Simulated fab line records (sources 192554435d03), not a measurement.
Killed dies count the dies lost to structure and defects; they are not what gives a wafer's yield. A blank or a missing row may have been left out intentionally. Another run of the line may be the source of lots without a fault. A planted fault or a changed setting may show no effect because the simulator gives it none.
Comparing a struck lot with a sound one    flow n5-finfet    18 out of 1938 route steps
Sound: the wafers L659.2, L659.4, L659.5. Struck: wafers L663.3, L663.4. (L663.5 of the same lot was not struck and is left out.) The cause comes at the end.
For every step that has rows: the tool of each side, followed by ch and its chambers, followed by its first start. Under that, the readings that differ: sound wafers    struck wafers    difference of the means    sigmas: that difference in standard deviations of wafers without a fault.
alike: words and numbers the same on both sides, and readings whose means are apart by under 2 such deviations; not compared: readings that were withheld, readings missing a value for some wafer, numbers with overlapping values and no deviation given by the record, and bounds like >300 which may hide the same value.
The two part at a step that has a row with sigmas, a row that says differs or no value, or rows on one side only. Numbers that have no deviation but don't overlap get no sigmas and don't part them. A reading missing from all wafers of one side parts the sides only when that side holds two or more wafers.

first, 2 steps without rows for these wafers: N5_BEOL_M14_ETCH_68 (etches SOC in N2/H2, time 450 s); N5_BEOL_M14_STRIP_69 (strips in N2/H2).
N5_BEOL_M14_TRENCH_ETCH_34: etches SiO2 in C4F8/O2/Ar, target depth 556.65 nm, time 126.9 s.
  sound on rie-diel-01 ch 0,1, day 11 06:44; struck on rie-diel-06 ch 1,2, day 12 15:09
reading                sound              struck       difference  sigmas
C4F8_flow_sccm (sccm)  16.01 16.05 16.04  15.93 15.92  -0.11       -2
  alike: O2_flow_sccm, drypump-motor-current-A, oes-product-au, rf-vpp-V, showerhead-plenum-p-Torr, throttle-valve-pct
  not compared: rf-hours-counter-h
then, 1 step without rows for these wafers: N5_BEOL_M14_STRIP_70 (strips in C4F8/O2/Ar).
N5_BEOL_M14_OCD_MEAS_35:
  struck on ocd-01, day 12 15:19; sound on ocd-01, day 11 06:54
  alike: trench-depth-nm
N5_BEOL_M14_STRIP_37: strips in O2.
  sound on rie-diel-05 ch 1,2,3, day 11 06:56; struck on rie-diel-06 ch 2,3, day 12 15:56
  alike: drypump-motor-current-A, oes-product-au, rf-vpp-V, showerhead-plenum-p-Torr, throttle-valve-pct
  not compared: rf-hours-counter-h
then, 3 steps without rows for these wafers: N5_BEOL_M14_ETCH_38 (etches SiCN in CF4/N2, target depth 106.5 nm, time 120.6 s); N5_BEOL_M14_PRECLEAN_39 (cleans in residue remover, time 60 s); N5_BEOL_M14_SRD_40 (time 30 s, dry time 30 s).
N5_BEOL_M14_DEGAS_41: time 60 s.
  struck on pvd-sputter-03, day 12 16:22; sound on pvd-sputter-01, day 11 07:32
  alike: heater-power-w
N5_BEOL_M14_PRE_CLEAN_42: time 30 s.
  struck on pvd-sputter-03, day 12 16:25; sound on pvd-sputter-01, day 11 07:34
  alike: heater-power-w
then, 1 step without rows for these wafers: N5_BEOL_M14_SPUTTER_43 (material TaN, target thk 15 nm, time 24.19 s).
N5_BEOL_M14_SPUTTER_44: material Ta, target thk 15 nm, time 24.19 s.
  struck on pvd-sputter-03, day 12 16:32; sound on pvd-sputter-01, day 11 07:41
reading                                      sound       struck     difference  sigmas
model.Ta_of_BEOL_M14_SPUTTER_44.thk-nm (nm)  15 15 14.8  21.2 21.2  +6.3        
  alike: throttle-valve-pct
N5_BEOL_M14_SPUTTER_45: material Cu, target thk 100 nm, time 16.67 s.
  struck on pvd-sputter-03, day 12 16:37; sound on pvd-sputter-01, day 11 07:46
  alike: throttle-valve-pct
then, 2 steps without rows for these wafers: N5_BEOL_M14_ECD_47 (material Cu, target thk 1248 nm); N5_BEOL_M14_ANNEAL_48 (time 90 s).
N5_BEOL_M14_CMP_49: polishes, stops on SiO2, t overpolish 5.2 s, target thk 560 nm.
  sound on cmp-01 ch 1,3, day 11 08:25; struck on cmp-01 ch 1,3, day 12 17:40
reading                       sound              struck       difference  sigmas
barrier-field-endpoint-s (s)  11.05 11.52 11.46  13.85 13.62  +2.39       +8
  alike: motor-current-A, slurry-flow-ml-min
N5_BEOL_M14_THK_MEAS_50: measures by xrf.
  struck on film-metro-01, day 12 17:55; sound on film-metro-02, day 11 08:40
  alike: M14_THK

WHERE THEY PART
Last at N5_BEOL_M14_CMP_49 as far as this record goes, first at N5_BEOL_M14_TRENCH_ETCH_34. Later steps at which nothing parts them and some readings are alike: N5_BEOL_M14_THK_MEAS_50.

WHY: the cause the simulator had injected
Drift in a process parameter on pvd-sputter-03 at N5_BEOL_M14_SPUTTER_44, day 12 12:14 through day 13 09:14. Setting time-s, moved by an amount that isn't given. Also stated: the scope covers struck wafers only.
